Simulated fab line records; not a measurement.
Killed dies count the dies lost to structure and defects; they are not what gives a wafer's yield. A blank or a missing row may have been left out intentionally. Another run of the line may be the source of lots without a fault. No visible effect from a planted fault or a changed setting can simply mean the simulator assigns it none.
Lot-split experiment -- flow n5_finfet -- 7 lots, 21 wafers read, on a route of 1938 steps

## THE SPLIT
At N5_MIM_BOT_ETCH_ETCH_04 (etches SiNx in CF4/O2, target depth 26 nm, time 13 s), the setting time_s was moved away from the recipe's 13 s on 7 of the 21 wafers read, by -13.9% to +17.8%. For the rest of the wafers, this setting stayed at what the recipe calls for.

The reading is taken at the split's own step.

## THE READING
etch.depth_nm (the simulator's own value, which no gauge read), in nm, at N5_MIM_BOT_ETCH_ETCH_04 (etches SiNx in CF4/O2, target depth 26 nm, time 13 s). No usual value for it is given in the file. Here, 14 wafers ran the recipe; their average is 25.94 nm with a standard deviation of 0.64 nm.

wafer,"tool, chamber at the split","time_s as run, s",against the recipe,"etch.depth_nm, nm",against lot-mates on the recipe
L074.2,"rie_diel-04, 0",13,recipe,26.47,-
L074.4,"rie_diel-04, 1",13,recipe,27.21,-
L074.6,"rie_diel-04, 3",13,recipe,25.94,-
L080.2,"rie_diel-02, 3",11.19,-13.9%,22.99,no lot-mate on the recipe
L080.5,"rie_diel-02, 2",11.19,-13.9%,22.25,no lot-mate on the recipe
L080.6,"rie_diel-02, 1",11.19,-13.9%,21.66,no lot-mate on the recipe
L081.1,"rie_diel-02, 3",13,recipe,26.74,-
L081.3,"rie_diel-02, 2",11.66,-10.3%,23.17,-3.14
L081.5,"rie_diel-02, 2",13,recipe,25.88,-
L084.2,"rie_diel-02, 1",13,recipe,24.84,-
L084.3,"rie_diel-02, 0",12.16,-6.5%,23.58,-1.75
L084.4,"rie_diel-02, 2",13,recipe,25.82,-
L085.1,"rie_diel-04, 1",15.32,+17.8%,32.23,+6.98
L085.2,"rie_diel-04, 0",15.32,+17.8%,31.12,+5.87
L085.3,"rie_diel-04, 2",13,recipe,25.25,-
L089.1,"rie_diel-04, 0",13,recipe,25.89,-
L089.4,"rie_diel-04, 1",13,recipe,26.84,-
L089.6,"rie_diel-04, 0",13,recipe,25.76,-
L094.1,"rie_diel-04, 3",13,recipe,25.62,-
L094.6,"rie_diel-04, 3",13,recipe,25.62,-
L094.2,"rie_diel-04, 2",13,recipe,25.26,-

FIT RESULTS
A straight line over all 21 wafers: etch.depth_nm changes by +0.295 nm for each +1% of time_s; r = +0.97; the points scatter about the line by 0.67 nm.
The same after taking each lot's own level away (the mean of its wafers on the recipe; 18 wafers): +0.346 nm for each +1%; r = +0.98; scatter 0.47 nm.
On that fit, the largest move of time_s shifts the reading by 6.2 nm.
Across the lots, their own levels run from 25.250 to 26.540 nm, a range of 2.0 times the standard deviation given above.
So the lot-to-lot level changes the slope: the two fits differ.
Check: with one of the wafers moved furthest among these (+17.8%) left out of the fit, the line predicts +5.71 nm for it against its lot-mates. It came out at +6.98 nm against them.

## ADDITIONAL SPLITS CARRIED BY THESE WAFERS
Other splits were also applied to these wafers ahead of the reading. Each is held against what the fit with the lots' levels taken away leaves over:
other split on the same wafers,wafers away from the commonest value,r with etch.depth_nm (lot level and that fit taken away)
N5_BEOL_M14_EXPOSE_25 dose_mj,5,-0.13
N5_BEOL_M14_TRENCH_ETCH_34 time_s,7,+0.22
N5_BEOL_M14_SPUTTER_45 time_s,8,+0.33
N5_BEOL_M14_DEP_53 time_s,8,-0.19

## FILE'S OWN FIT
etch.depth_nm changes by +0.34 nm for each +1% of time_s, r = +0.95.
